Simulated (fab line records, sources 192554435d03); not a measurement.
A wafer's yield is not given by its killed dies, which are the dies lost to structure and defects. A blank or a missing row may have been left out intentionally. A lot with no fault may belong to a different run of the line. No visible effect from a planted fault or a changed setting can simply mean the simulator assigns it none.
Which tool is to blame?	flow n5-finfet	Sampling: 15 lots, 45 wafers, 5 of 1938 route steps

WHAT EACH GAUGE READ, for each wafer
N5_SD_EPI_P_INSPECT_11: inspects for defects (macro). Usual: raw-defect-count 2.3, standard deviation 1.5.
lot	measured	on	raw-defect-count	flag
L323	day 3 14:12	defect-inspect-02	3 4 5	
L324	day 4 03:32	defect-inspect-01	3 2 4	
L325	day 4 09:19	defect-inspect-01	2 5 5	
L326	day 4 10:57	defect-inspect-02	3 4 1	
L327	day 4 15:21	defect-inspect-02	1 4 2	
L330	day 5 07:41	defect-inspect-01	4 2 3	
L331	day 5 16:08	defect-inspect-02	3 2 2	
L332	day 5 20:37	defect-inspect-02	1 2 2	
L335	day 6 17:24	defect-inspect-01	3 4 2	
L338	day 7 11:31	defect-inspect-02	2 2 1	
L339	day 7 19:11	defect-inspect-02	2 2 2	
L340	day 7 20:15	defect-inspect-01	4 2 2	
L342	day 8 04:14	defect-inspect-02	5 0 1	
L343	day 8 11:22	defect-inspect-01	1 2 4	
L344	day 8 22:44	defect-inspect-01	4 2 3	

N5_SD_EPI_P_EPI_MEAS_23. Usual: thk-nm 61.0 nm, standard deviation 1.3.
lot	measured	on	thk-nm (nm)	flag
L323	day 3 18:09	film-metro-01	60.5 61.4 62.6	
L324	day 4 07:07	film-metro-02	62.1 61.3 61.7	
L325	day 4 15:04	film-metro-01	60.4 59.9 62.8	
L326	day 4 16:04	film-metro-01	59.6 62.3 59.8	
L327	day 4 19:47	film-metro-02	60.9 61.7 62.1	
L330	day 5 12:06	film-metro-02	3.0 1.7 0.1	OFF
L331	day 5 19:44	film-metro-01	1.8 2.3 2.1	OFF
L332	day 6 01:05	film-metro-02	0.3 1.5 0.7	OFF
L335	day 6 21:01	film-metro-01	60.8 59.9 61.3	
L338	day 7 15:09	film-metro-01	63.5 63.5 62.2	
L339	day 7 22:46	film-metro-02	62.7 63.6 61.6	
L340	day 8 00:22	film-metro-02	60.5 58.6 62.0	
L342	day 8 07:49	film-metro-01	63.2 60.2 63.7	
L343	day 8 15:49	film-metro-01	59.1 60.3 60.0	
L344	day 9 02:25	film-metro-02	59.4 59.0 59.5	

WHAT TOOL EACH LOT RAN ON (gives the tool, then ch and the chambers of the sampled wafers, and finally the start)
lot	N5_SD_EPI_P_ETCH_37	N5_SD_EPI_P_ETCH_47	N5_SD_EPI_P_PRECLEAN_51
L323	rie-diel-05 ch 2,3, day 3 14:19	rie-diel-05 ch 2,3, day 3 14:45	epi-rpcvd-04 ch 0, day 3 15:38
L324	rie-diel-01 ch 0,1,3, day 4 03:40	rie-diel-01 ch 0,1,3, day 4 04:05	epi-rpcvd-02 ch 0, day 4 04:34
L325	rie-diel-01 ch 1,2,3, day 4 09:38	rie-diel-01 ch 1,2,3, day 4 10:04	epi-rpcvd-01 ch 0, day 4 10:38
L326	rie-diel-05 ch 0,1, day 4 11:20	rie-diel-05 ch 0,1, day 4 11:46	epi-rpcvd-04 ch 0, day 4 13:31
L327	rie-diel-01 ch 0,2,3, day 4 15:29	rie-diel-01 ch 0,2,3, day 4 15:54	epi-rpcvd-01 ch 0, day 4 16:28
L330	rie-diel-06 ch 0,1,3, day 5 07:48	rie-diel-06 ch 0,1,3, day 5 08:14	epi-rpcvd-01, day 5 08:44
L331	rie-diel-01 ch 2,3, day 5 16:16	rie-diel-01 ch 2,3, day 5 16:41	epi-rpcvd-04, day 5 17:12
L332	rie-diel-06 ch 1,2,3, day 5 20:45	rie-diel-06 ch 1,2,3, day 5 21:10	epi-rpcvd-01, day 5 21:40
L335	rie-diel-01 ch 0,2,3, day 6 17:32	rie-diel-01 ch 0,2,3, day 6 17:57	epi-rpcvd-02 ch 0, day 6 18:28
L338	rie-diel-06 ch 1,2, day 7 11:42	rie-diel-06 ch 1,2, day 7 12:07	epi-rpcvd-01 ch 0, day 7 12:36
L339	rie-diel-01 ch 1,3, day 7 19:18	rie-diel-01 ch 1,3, day 7 19:44	epi-rpcvd-01 ch 0, day 7 20:14
L340	rie-diel-06 ch 0,1,2, day 7 20:55	rie-diel-06 ch 0,1,2, day 7 21:20	epi-rpcvd-04 ch 0, day 7 21:50
L342	rie-diel-05 ch 1,2, day 8 04:21	rie-diel-05 ch 1,2, day 8 04:47	epi-rpcvd-01 ch 0, day 8 05:17
L343	rie-diel-06 ch 0,1,3, day 8 11:30	rie-diel-06 ch 0,1,3, day 8 11:55	epi-rpcvd-04 ch 0, day 8 12:23
L344	rie-diel-05 ch 0,2,3, day 8 22:58	rie-diel-05 ch 0,2,3, day 8 23:24	epi-rpcvd-02 ch 0, day 8 23:52
- N5_SD_EPI_P_ETCH_37: etches SOC in N2/H2, overetch 108 nm, time 486 s.
- N5_SD_EPI_P_ETCH_47: etches SiOCN in CH3F/O2, target depth 25 nm.
- N5_SD_EPI_P_PRECLEAN_51: cleans in NF3:NH3, afs cycles 1, time 20 s, sublimation time 60 s.

WHAT THE TOOLS THEMSELVES READ (means of the sampled wafers that have a number; where no wafer has one, the mark that the record gives instead)
N5_SD_EPI_P_ETCH_37. Usual: drypump-motor-current-A 5.9 A, standard deviation 0.44; oes-product-au 0.69 a.u., standard deviation 0.05; rf-vpp-V 241.0 V, standard deviation 1.5; showerhead-plenum-p-Torr 2.56 Torr, standard deviation 0.1; temp-c 40.00 C, standard deviation 0.12; throttle-valve-pct 23.8 %, standard deviation 0.33.
lot	tool	drypump-motor-current-A (A)	oes-product-au (a.u.)	rf-vpp-V (V)	showerhead-plenum-p-Torr (Torr)	temp-c (C)	throttle-valve-pct (%)	flag
L323	rie-diel-05	5.7	0.66	242.8	2.64	39.95	24.0	
L324	rie-diel-01	5.9	0.72	241.9	2.67	39.96	23.5	
L325	rie-diel-01	6.1	0.69	241.1	2.58	39.99	23.4	
L326	rie-diel-05	5.9	0.67	238.9	2.43	39.89	23.5	
L327	rie-diel-01	5.9	0.70	240.9	2.59	40.14	23.7	
L330	rie-diel-06	5.7	0.73	240.1	2.53	39.91	24.0	
L331	rie-diel-01	5.9	0.67	242.1	2.57	39.98	23.7	
L332	rie-diel-06	6.2	0.73	240.9	2.57	39.98	23.8	
L335	rie-diel-01	5.9	0.69	240.7	2.59	39.98	23.7	
L338	rie-diel-06	6.0	0.73	240.8	2.57	39.93	23.8	
L339	rie-diel-01	6.1	0.68	242.1	2.64	40.13	23.4	
L340	rie-diel-06	5.7	0.68	240.4	2.49	39.85	23.9	
L342	rie-diel-05	5.8	0.62	240.9	2.54	39.94	23.8	
L343	rie-diel-06	5.7	0.70	241.2	2.52	39.95	24.0	
L344	rie-diel-05	5.6	0.65	241.5	2.56	39.97	24.1	

N5_SD_EPI_P_ETCH_47. Usual: drypump-motor-current-A 5.9 A, standard deviation 0.44; oes-product-au 0.77 a.u., standard deviation 0.063; rf-vpp-V 127.3 V, standard deviation 2.2; showerhead-plenum-p-Torr 2.02 Torr, standard deviation 0.078; throttle-valve-pct 16.32 %, standard deviation 0.24.
lot	tool	drypump-motor-current-A (A)	oes-product-au (a.u.)	rf-vpp-V (V)	showerhead-plenum-p-Torr (Torr)	throttle-valve-pct (%)	flag
L323	rie-diel-05	5.7	0.73	128.6	2.09	16.48	
L324	rie-diel-01	5.8	0.81	127.6	2.10	16.16	
L325	rie-diel-01	6.1	0.77	127.2	2.03	16.11	
L326	rie-diel-05	5.9	0.74	127.1	1.92	16.19	
L327	rie-diel-01	5.9	0.78	126.1	2.04	16.24	
L330	rie-diel-06	5.7	0.81	127.5	2.00	16.48	
L331	rie-diel-01	5.9	0.74	126.2	2.03	16.23	
L332	rie-diel-06	6.2	0.82	127.2	2.03	16.26	
L335	rie-diel-01	5.9	0.77	125.5	2.03	16.28	
L338	rie-diel-06	6.0	0.82	126.1	2.03	16.27	
L339	rie-diel-01	6.1	0.77	129.7	2.08	16.08	
L340	rie-diel-06	5.7	0.76	127.2	1.98	16.51	
L342	rie-diel-05	5.8	0.69	129.3	2.00	16.40	
L343	rie-diel-06	5.7	0.78	127.6	1.99	16.52	
L344	rie-diel-05	5.6	0.72	129.4	2.02	16.53	

N5_SD_EPI_P_PRECLEAN_51. Usual: chamber-pressure-Torr 3.001 Torr, standard deviation 0.0065; sublimation-temp-c 179.97 C, standard deviation 0.17.
lot	tool	chamber-pressure-Torr (Torr)	sublimation-temp-c (C)	flag
L323	epi-rpcvd-04	3.005	179.78	
L324	epi-rpcvd-02	2.997	180.07	
L325	epi-rpcvd-01	3.014	180.00	
L326	epi-rpcvd-04	3.001	180.11	
L327	epi-rpcvd-01	3.001	179.93	
L330	epi-rpcvd-01	-	-	OFF
L331	epi-rpcvd-04	-	-	OFF
L332	epi-rpcvd-01	-	-	OFF
L335	epi-rpcvd-02	2.992	180.06	
L338	epi-rpcvd-01	2.995	180.00	
L339	epi-rpcvd-01	3.000	180.20	
L340	epi-rpcvd-04	2.993	180.05	
L342	epi-rpcvd-01	2.998	179.91	
L343	epi-rpcvd-04	2.995	179.94	
L344	epi-rpcvd-02	3.005	179.76	

THE ANSWER, worked out from the rows above alone
Rule: take the mean of a lot's wafers that have a number; if it is more than 3 standard deviations from the usual mean, the lot is off. A lot without any number at a reading at which 4 lots or more have one is off too. Where the step has rows for the other lots, those lots are counted as sound. First the gauges in route order, then the tools' own readings, where a lot's mean is used as printed above. At the first step where some lot is off, the reading lying furthest off is the one used; lots without a number count as furthest.
Off: L330, L331, L332, at N5_SD_EPI_P_EPI_MEAS_23 (thk-nm).
If a tool, at a process step before that reading, ran all the lots that are off and no sound lot after the first of them, it fits. The gauges at N5_SD_EPI_P_EPI_MEAS_23 aren't tried: what is off there is off at N5_SD_EPI_P_PRECLEAN_51 too, on other tools, and a gauge's error can't cause that. None of those tried fits.

WHAT THE SIMULATOR PUT IN
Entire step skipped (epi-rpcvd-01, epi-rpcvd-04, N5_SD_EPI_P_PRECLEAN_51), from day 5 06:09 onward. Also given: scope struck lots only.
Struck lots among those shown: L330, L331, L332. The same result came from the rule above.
